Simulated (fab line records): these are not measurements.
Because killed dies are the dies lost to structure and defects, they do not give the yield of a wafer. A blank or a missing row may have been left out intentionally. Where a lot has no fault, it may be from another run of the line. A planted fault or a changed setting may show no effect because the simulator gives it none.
fab line records    flow nandHarc
record lots=11  wafers=33  lastDay=32
route steps=1302 shown A_M1@1179 END@1302
lots untouched by any fault: they come from a run of this same line in which no faults occurred
startH: start of the lot's first displayed wafer, in hours after the record's first day    waitH: time in hours since the lot's previous step    " as in the row above    L1.1+2: several wafers, shown together as one row    - either no value or no given start    * or withheld: withheld    < > ~ a bound
route shown NAME@n: a module of which the file shows steps, and the number in the route of the first    usual: average and standard deviation across the fault-free wafers    same: alike in all rows    chamber/n: place in a boat    sites: the reading at each site    _std_site: the values' standard deviation    _edge_site: mean of outer sites minus mean of inner sites    radiusMm: for every site, how far away it sits from the centre of the wafer    mask NAME#n: copy n    behind: the tool/chamber that last shaped the wafer    hold: cause of the lot's hold/its duration in hours/its outcome    device: transistor that didn't switch, given as n, p or np    end of line: the route-end tests of the same wafers    a step without rows: its recipe alone    killed: at the first sort, the dies lost to defects and structure; wafer yield is something else    map: per-die view of a wafer (x killed, . not killed, _ where there is no die)
set.NAME: the setting the step ran with; set.NAME@STEP: the setting that earlier step ran with    model.NAME: the simulator's own value behind a step, which no gauge read
route steps across a sampled set of lots; one table per step, one row per wafer
services: when a tool's chamber went out of use (startH, in hours from the record's first day, below 0 if earlier), for how many hours, and the reason
## steps
# step NHARC_A_M1_CD_MEAS_09
# recipe targetCdNm=120  landingEnergyEv=500
# usual cdNm=119.8/0.6
lot.wafer  tool      chamber  startH  waitH  cdNm
L757.3     cdSem-01  0        537.78  -      119.4
L757.5     "         0        "       "      119.2
L757.6     "         0        "       "      119.9
L760.2     cdSem-03  0        568.61  -      120.2
L760.5     "         0        "       "      120.2
L760.6     "         0        "       "      119.4
L759.3     cdSem-02  0        573.21  -      121.0
L759.4     "         0        "       "      119.7
L759.5     "         0        "       "      120.4
L762.2     cdSem-01  0        609.42  -      120.9
L762.4     "         0        "       "      121.5
L762.6     "         0        "       "      121.7
L768.3     cdSem-02  0        659.44  -      119.9
L768.4     "         0        "       "      120.1
L768.6     "         0        "       "      119.8
L769.2     cdSem-02  0        659.95  -      119.9
L769.3     "         0        "       "      120.8
L769.6     "         0        "       "      120.7
L770.2     cdSem-03  0        661.74  -      119.3
L770.3     "         0        "       "      118.9
L770.4     "         0        "       "      119.1
L771.4     cdSem-02  0        686.21  -      119.5
L771.5     "         0        "       "      119.2
L771.6     "         0        "       "      120.1
L772.3     cdSem-03  0        689.66  -      119.8
L772.4     "         0        "       "      119.1
L772.5     "         0        "       "      119.7
L773.3     cdSem-02  0        704.95  -      119.6
L773.4     "         0        "       "      119.4
L773.5     "         0        "       "      119.3
L776.1     cdSem-02  0        732.87  -      119.2
L776.4     "         0        "       "      119.4
L776.5     "         0        "       "      119.3
# step NHARC_A_M1_INSPECT_11
# usual rawDefectCount=86/37
lot.wafer  tool              chamber  startH  waitH  rawDefectCount
L757.3     defectInspect-01  -        537.90  0.0    160
L757.5     "                 -        "       "      161
L757.6     "                 -        "       "      155
L760.2     defectInspect-01  -        568.73  0.0    69
L760.5     "                 -        "       "      56
L760.6     "                 -        "       "      66
L759.3     defectInspect-01  -        573.33  0.0    140
L759.4     "                 -        "       "      142
L759.5     "                 -        "       "      156
L762.2     defectInspect-01  -        609.54  0.0    86
L762.4     "                 -        "       "      95
L762.6     "                 -        "       "      86
L768.3     defectInspect-02  -        659.56  0.0    88
L768.4     "                 -        "       "      99
L768.6     "                 -        "       "      87
L769.2     defectInspect-01  -        660.08  0.0    80
L769.3     "                 -        "       "      51
L769.6     "                 -        "       "      85
L770.2     defectInspect-01  -        661.87  0.0    114
L770.3     "                 -        "       "      139
L770.4     "                 -        "       "      153
L771.4     defectInspect-01  -        686.33  0.0    69
L771.5     "                 -        "       "      50
L771.6     "                 -        "       "      45
L772.3     defectInspect-02  -        689.78  0.0    111
L772.4     "                 -        "       "      117
L772.5     "                 -        "       "      121
L773.3     defectInspect-02  -        705.07  0.0    80
L773.4     "                 -        "       "      75
L773.5     "                 -        "       "      53
L776.1     defectInspect-02  -        733.00  0.0    29
L776.4     "                 -        "       "      30
L776.5     "                 -        "       "      22
# step NHARC_A_M1_ETCH_28
# recipe targetDepthA=300  overEtchFrac=0.3  timeS=72.99  ionEnergyEv=150  cf4FlowSccm=50  n2FlowSccm=100  arFlowSccm=150  rfW=300  biasW=100  chemistry=CF4/N2
# usual drypumpMotorCurrentA=5.8/0.49  n2FlowSccm=100.0/0.31  oesProductAu=1.000/0.013  rfVppV=315.2/1.6  showerheadPlenumPTorr=2.69/0.077  throttleValvePct=19.794/0.009
# same overEtchFrac=0.3
lot.wafer  tool        chamber  startH  waitH  drypumpMotorCurrentA  n2FlowSccm  oesProductAu  rfHoursCounterH  rfVppV  showerheadPlenumPTorr  throttleValvePct
L757.3     rieDiel-01  2        -       -      4.9                   100.1       0.996         8.6              311.1   2.60                   19.802
L757.5     "           3        "       "      5.8                   99.6        0.990         -                316.4   2.64                   19.801
L757.6     "           0        "       "      6.4                   100.3       0.995         -                317.0   2.67                   19.795
L760.2     rieDiel-04  2        -       -      5.2                   99.8        1.015         1.4              316.4   2.81                   19.792
L760.5     "           0        "       "      6.3                   100.1       1.033         -                315.4   2.76                   19.787
L760.6     "           1        "       "      5.3                   100.5       0.991         -                316.8   2.76                   19.801
L759.4     rieDiel-04  3        -       -      6.1                   100.0       1.003         1.5              315.7   2.72                   19.782
L759.3     "           0        "       "      6.3                   100.1       1.025         0.7              315.5   2.76                   19.787
L759.5     "           3        "       "      6.2                   100.2       1.001         -                315.4   2.73                   19.805
L762.4     rieDiel-01  1        -       -      6.1                   99.9        1.006         3.3              312.9   2.52                   19.793
L762.2     "           2        "       "      4.9                   100.1       1.020         3.2              314.1   2.59                   19.787
L762.6     "           3        "       "      5.7                   100.1       0.996         -                314.5   2.64                   19.789
L768.3     rieDiel-05  3        -       -      5.9                   100.1       0.985         2.2              316.4   2.74                   19.799
L768.4     "           0        "       "      6.1                   100.3       0.995         2.3              315.9   2.74                   19.787
L768.6     "           3        "       "      6.0                   99.9        0.990         -                316.2   2.74                   19.777
L769.3     rieDiel-04  0        -       -      6.3                   100.3       1.011         6.7              316.8   2.75                   19.799
L769.2     "           3        "       "      6.1                   100.5       0.992         6.9              316.8   2.72                   19.792
L769.6     "           3        "       "      6.1                   100.3       1.010         -                316.3   2.72                   19.789
L770.2     rieDiel-01  0        -       -      6.4                   99.6        0.991         7.4              314.6   2.67                   19.813
L770.4     "           1        "       "      6.2                   99.5        0.991         7.0              312.7   2.52                   19.795
L770.3     "           2        "       "      4.9                   100.1       1.010         6.4              312.2   2.59                   19.795
L771.4     rieDiel-05  0        -       -      6.1                   99.6        1.007         3.2              315.6   2.74                   19.787
L771.6     "           3        "       "      5.9                   100.2       0.980         -                315.3   2.74                   19.792
L771.5     "           0        "       "      6.1                   99.8        1.004         -                316.7   2.74                   19.785
L772.3     rieDiel-01  0        -       -      6.4                   100.3       0.999         8.9              315.6   2.67                   19.789
L772.4     "           3        "       "      5.8                   99.7        0.995         7.5              313.3   2.64                   19.813
L772.5     "           1        "       "      6.2                   99.7        1.002         -                313.0   2.52                   19.788
L773.3     rieDiel-05  2        -       -      5.1                   100.1       0.991         3.3              317.3   2.74                   19.808
L773.4     "           3        "       "      5.9                   99.9        0.973         3.8              316.0   2.74                   19.794
L773.5     "           3        "       "      5.9                   99.8        0.982         -                315.6   2.74                   19.816
L776.1     rieDiel-05  3        -       -      5.9                   100.0       0.984         5.0              315.4   2.74                   19.777
L776.4     "           2        "       "      5.0                   99.8        0.971         4.4              316.8   2.74                   19.798
L776.5     "           3        "       "      5.9                   99.9        0.984         -                315.6   2.74                   19.795
# step NHARC_A_M1_ECD_22
# recipe targetThkA=4000  bathTempC=25  material=Cu
# usual bathHeatDutyPct=6.1/0.46  bathTempC=25.00/0.11
lot.wafer  tool      chamber  startH  waitH  bathHeatDutyPct  bathTempC
L757.3     ecdCu-02  1        539.72  -      6.2              24.94
L757.6     "         0        "       "      5.2              25.13
L757.5     "         1        "       "      6.7              24.94
L760.2     ecdCu-02  0        570.19  -      -                -
L760.6     "         0        "       "      -                -
L760.5     "         1        "       "      -                -
L759.4     ecdCu-02  1        574.89  -      -                -
L759.3     "         0        "       "      -                -
L759.5     "         0        "       "      -                -
L762.2     ecdCu-02  0        611.13  -      6.0              24.93
L762.4     "         0        "       "      6.1              24.90
L762.6     "         0        "       "      5.7              24.99
L768.4     ecdCu-02  0        661.15  -      5.4              25.21
L768.3     "         1        "       "      6.5              25.03
L768.6     "         1        "       "      6.9              25.02
L769.2     ecdCu-02  0        661.64  -      5.3              25.00
L769.3     "         0        "       "      6.0              25.14
L769.6     "         1        "       "      5.5              25.05
L770.2     ecdCu-02  0        663.32  -      5.9              24.84
L770.4     "         0        "       "      5.9              24.98
L770.3     "         1        "       "      6.6              25.01
L771.4     ecdCu-02  0        687.92  -      5.6              25.06
L771.6     "         1        "       "      6.9              25.04
L771.5     "         0        "       "      6.2              25.13
L772.4     ecdCu-02  0        691.32  -      5.9              25.13
L772.3     "         1        "       "      6.6              24.91
L772.5     "         0        "       "      5.6              25.16
L773.3     ecdCu-01  0        706.66  -      6.3              24.96
L773.4     "         1        "       "      6.6              25.16
L773.5     "         0        "       "      6.4              24.93
L776.1     ecdCu-02  1        734.44  -      5.8              25.12
L776.4     "         0        "       "      5.6              24.93
L776.5     "         1        "       "      6.1              25.03
# step NHARC_A_M1_CMP_23
# recipe tOverpolishS=20  targetThkNm=154.34
# usual motorCurrentA=11.8/0.79  retainingRingPressureFrac=1.000/0.0048  timeToEndpointS=28.3/2.5
# same tOverpolishS=20
lot.wafer  tool    chamber  startH  waitH  motorCurrentA  retainingRingPressureFrac  timeToEndpointS
L757.3     cmp-02  2        540.36  -      11.0           0.997                      33.3
L757.6     "       0        "       "      13.2           0.999                      30.2
L757.5     "       1        "       "      12.7           1.010                      26.6
L760.2     cmp-02  2        571.08  -      11.3           1.002                      5.2
L760.5     "       3        "       "      11.0           0.988                      2.8
L760.6     "       0        "       "      13.5           1.000                      2.6
L759.4     cmp-01  3        575.57  -      12.1           0.994                      0.0
L759.3     "       0        "       "      11.4           1.001                      0.1
L759.5     "       2        "       "      11.6           0.989                      0.9
L762.2     cmp-03  2        611.83  -      11.8           1.000                      28.5
L762.4     "       3        "       "      12.1           1.000                      27.4
L762.6     "       2        "       "      11.5           1.000                      28.4
L768.3     cmp-01  3        661.78  -      11.3           1.008                      28.5
L768.4     "       0        "       "      12.2           0.993                      24.2
L768.6     "       3        "       "      12.2           1.003                      25.5
L769.2     cmp-02  1        662.37  -      12.8           0.999                      24.2
L769.3     "       2        "       "      11.0           0.995                      28.9
L769.6     "       0        "       "      13.2           1.005                      30.7
L770.3     cmp-02  3        664.08  -      11.3           1.001                      28.9
L770.2     "       0        "       "      13.8           0.998                      28.3
L770.4     "       1        "       "      12.9           0.993                      26.7
L771.4     cmp-03  2        688.56  -      11.8           0.995                      26.5
L771.5     "       0        "       "      12.3           1.004                      33.7
L771.6     "       1        "       "      10.8           0.992                      30.2
L772.4     cmp-03  0        692.00  -      12.1           1.001                      34.2
L772.3     "       2        "       "      11.5           1.006                      28.8
L772.5     "       0        "       "      11.7           1.001                      32.9
L773.4     cmp-03  1        707.28  -      10.8           1.004                      29.6
L773.3     "       2        "       "      11.7           1.000                      30.1
L773.5     "       1        "       "      10.8           1.003                      32.9
L776.4     cmp-03  2        735.17  -      11.6           1.007                      23.6
L776.1     "       3        "       "      11.9           0.999                      25.7
L776.5     "       2        "       "      11.5           1.001                      24.7
# step NHARC_A_M1_THK_MEAS_24
# recipe thkMeasGauge=xrf
# usual thkNm=154.3/1.5
lot.wafer  tool          chamber  startH  waitH  thkNm
L757.3     filmMetro-01  -        540.62  -      155.5
L757.5     "             -        "       "      154.4
L757.6     "             -        "       "      156.0
L760.2     filmMetro-01  -        571.31  -      29.8
L760.5     "             -        "       "      29.9
L760.6     "             -        "       "      31.6
L759.3     filmMetro-01  -        575.83  -      30.4
L759.4     "             -        "       "      30.8
L759.5     "             -        "       "      29.4
L762.2     filmMetro-01  -        612.12  -      152.9
L762.4     "             -        "       "      153.2
L762.6     "             -        "       "      150.8
L768.3     filmMetro-02  -        662.10  -      156.8
L768.4     "             -        "       "      153.4
L768.6     "             -        "       "      154.7
L769.2     filmMetro-01  -        662.63  -      152.8
L769.3     "             -        "       "      155.7
L769.6     "             -        "       "      152.9
L770.2     filmMetro-01  -        664.38  -      155.0
L770.3     "             -        "       "      156.2
L770.4     "             -        "       "      153.0
L771.4     filmMetro-01  -        688.82  -      153.8
L771.5     "             -        "       "      155.9
L771.6     "             -        "       "      155.5
L772.3     filmMetro-02  -        692.29  -      151.9
L772.4     "             -        "       "      153.0
L772.5     "             -        "       "      153.2
L773.3     filmMetro-02  -        707.59  -      156.6
L773.4     "             -        "       "      154.8
L773.5     "             -        "       "      157.0
L776.1     filmMetro-02  -        735.48  -      155.5
L776.4     "             -        "       "      154.3
L776.5     "             -        "       "      153.8
# step NHARC_END_SORT_01
# recipe tempC=25
# usual defectLimitedYield=91.5/2.9  killedAtArray=53/20  killedAtOther=1/1.2  killedAtPeriphery=3.7/2.6  killedDies=58/20  killedOpen=3.5/1.8  killedShort=2.4/1.7  sort_bin_2_pct=3.1/1.3  sort_bin_3_pct=0.6/0.4  sort_bin_4_pct=4.9/1.7  sortNPass=619/20  sortRimYieldPct=92/4  sortYieldPct=91.5/2.9
# same grossDies=677  sort_bin_5_pct[%]=0  sort_bin_6_pct[%]=0  sort_bin_7_pct[%]=0  sort_bin_8_pct[%]=0  sortRimNGross=106.00
lot.wafer  tool       chamber  startH  waitH  defectLimitedYield[%]  killedAtArray  killedAtOther  killedAtPeriphery  killedDies  killedOpen  killedShort  sort_bin_2_pct[%]  sort_bin_3_pct[%]  sort_bin_4_pct[%]  sortNPass  sortRimYieldPct[%]  sortYieldPct[%]
L760.2     prober-02  0        602.41  2.8    0                      671            3              3                  677         1           3            94.8               0.9                4.3                0          0                   0
L760.5     prober-02  0        604.82  3.7    0                      670            2              5                  677         2           6            94.4               0.7                4.9                0          0                   0
L760.6     prober-02  0        605.62  4.0    0                      670            3              4                  677         6           1            93.9               0.7                5.3                0          0                   0
# killed by level:class
L760.2 A_M1:areaEcd=618 A_CHANNEL_HOLE_D2:chamberFilmFlake=37 A_CHANNEL_HOLE_D1:chamberFilmFlake=6 THIN_TSV:chamberFilmFlake=3 P_GATE:chamberFilmFlake=2 A_CHANNEL_FILL_D1:chamberFilmFlake=2 A_SLIT:chamberFilmFlake=2 A_CHANNEL_HOLE_D1:geometricParticle:short=1
L760.5 A_M1:areaEcd=624 A_CHANNEL_HOLE_D2:chamberFilmFlake=30 P_GATE:chamberFilmFlake=3 A_STAIRCASE:chamberFilmFlake=3 A_ONON_D2:geometricParticle:short=2 A_CHANNEL_HOLE_D1:chamberFilmFlake=2 THIN_TSV:chamberFilmFlake=2 A_SOURCE_PLATE:geometricParticle:short=1
L760.6 A_M1:areaEcd=621 A_CHANNEL_HOLE_D2:chamberFilmFlake=36 A_CONTACT:chamberFilmFlake=3 THIN_TSV:chamberFilmFlake=3 A_DECK1_JOINT:geometricParticle:open=2 P_ZERO_WELL:chamberFilmFlake=2 A_STAIRCASE:chamberFilmFlake=2 P_CONTACT:geometricParticle:open=1
## services
tool        chamber  startH  hours  kind
rieDiel-05  1        524.30  3.1    repair
cmp-02      -        528.72  4.0    pm
rieDiel-04  -        531.90  9.0    pm
rieDiel-01  0        541.97  4.3    repair
cmp-02      -        549.91  1.0    repair
cmp-03      -        554.11  4.0    pm
rieDiel-01  -        557.99  9.0    pm
cmp-03      -        574.87  1.3    repair
rieDiel-05  -        583.60  9.0    pm
ecdCu-02    -        596.65  8.0    pm
rieDiel-05  3        625.38  7.8    repair
cmp-02      -        626.79  4.0    pm
rieDiel-05  -        650.77  0.2    repair
cmp-03      -        652.11  4.0    pm
rieDiel-04  2        655.70  23.7   repair
rieDiel-01  3        668.97  14.9   repair
ecdCu-02    -        681.13  1.1    repair
cmp-03      -        683.07  0.4    repair
rieDiel-05  2        693.39  3.1    repair
rieDiel-04  0        704.26  9.3    repair
rieDiel-04  -        708.90  9.0    pm
rieDiel-05  0        713.15  4.1    repair
cmp-02      -        724.79  4.0    pm
rieDiel-01  -        734.99  9.0    pm
## key
firstSign step=NHARC_A_M1_ECD_22  reading=toolRecord  direction=missing
effect step=NHARC_A_M1_CMP_23  reading=timeToEndpointS  direction=down  sigmas=10  usual=*  struck=*
effect step=NHARC_A_M1_THK_MEAS_24  reading=thkNm  direction=down  sigmas=84  usual=154.3  struck=30.3
effect step=NHARC_END_SORT_01  reading=sort_bin_2_pct  direction=up  sigmas=73  usual=3.1  struck=94.4
moreKillsBornAt NHARC_A_M1_ECD_22@ecdCu-02=1863
metAt NHARC_A_M1_ECD_22
struckLots L759,L760
laterRowsLeftOut L759.3,L759.4,L759.5,L760.2,L760.5,L760.6
sortLeftOut L759.3,L759.4,L759.5
notActingAt NHARC_A_M1_CD_MEAS_09,NHARC_A_M1_INSPECT_11,NHARC_A_M1_ETCH_28
onsetBetween 539.72 570.19
fault kind=skippedStepWhole  tool=ecdCu-02  chamber=-  onsetH=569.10  steps=NHARC_A_M1_ECD_22  scope=struckLotsOnly
# sortLeftOut: the simulated sort isn't trusted on such a fault, so these wafers' sort isn't shown, and their yield isn't known
# laterRowsLeftOut: the simulator's readings of these wafers behind a module that went badly wrong aren't trusted and aren't shown, but for the sort
